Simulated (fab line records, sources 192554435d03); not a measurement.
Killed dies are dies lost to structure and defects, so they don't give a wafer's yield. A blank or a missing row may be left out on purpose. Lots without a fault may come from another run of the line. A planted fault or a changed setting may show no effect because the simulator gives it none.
One fault seen from 2 desks | flow n5_finfet | each desk has only its own numbers; what lay behind them comes last

THE METROLOGY DESK
What the gauges read, lot by lot, whatever tool the lot ran on: means of the sampled wafers that have a number. A lot is out of limits, marked OUT, if its mean lies more than 4 standard deviations from the usual mean; the brackets give that distance.
Columns: A = V5_OVL at N5_BEOL_M6_OVL_MEAS_29, usual -0.2 nm
lot  | first seen here | A
L933 | day 9 02:13     | -0.8
L934 | day 9 13:21     | -0.5
L936 | day 9 20:43     | -0.1
L939 | day 10 16:19    | 0.2
L940 | day 11 01:44    | 0.3
L943 | day 11 18:35    | 0.9
L949 | day 13 00:01    | -0.3
L953 | day 13 15:05    | -0.3
L951 | day 13 18:05    | -1.2
L955 | day 14 13:10    | -0.3
This desk's finding: nothing out of limits on any of the 10 lots.

THE TOOL OWNER'S DESK: litho_track-02
The tool's own readings at N5_BEOL_M6_COAT_71 (time 60 s, resist thk 5 nm): means of the sampled wafers that have a number, for each lot that ran on this tool. A lot is out of limits, marked OUT, if its mean lies more than 4 standard deviations from the usual mean; the brackets give that distance.
Columns: A = spin_speed_rpm at N5_BEOL_M6_COAT_71, usual 1500.0 rpm
lot  | first seen here | A
L933 | day 9 01:47     | 1499.8
L939 | day 10 15:53    | 1500.2
L949 | day 12 23:35    | 1756.9 (+99 or more) OUT
L951 | day 13 17:39    | 1757.6 (+99 or more) OUT
This desk's finding: out of limits on L949, L951; first on L949, day 12 23:35 (spin_speed_rpm at N5_BEOL_M6_COAT_71). In limits: L933, L939.

PUT TOGETHER
The tool owner's desk could have raised an alarm at day 12 23:35, on L949, L951.
The metrology desk saw nothing out of limits.
The metrology desk has L949, L951 on record, within its limits.
Of the lots named, all ran N5_BEOL_M6_COAT_71 on litho_track-02.

WHAT THE SIMULATOR HAD PUT IN
Process parameter drift: litho_track-02, from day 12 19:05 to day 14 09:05, at N5_BEOL_M6_COAT_71. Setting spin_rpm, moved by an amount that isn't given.
Lots struck among those shown: L949, L951.
Hours from the fault's start to each desk's first reading out of limits: the tool owner's desk, 4.
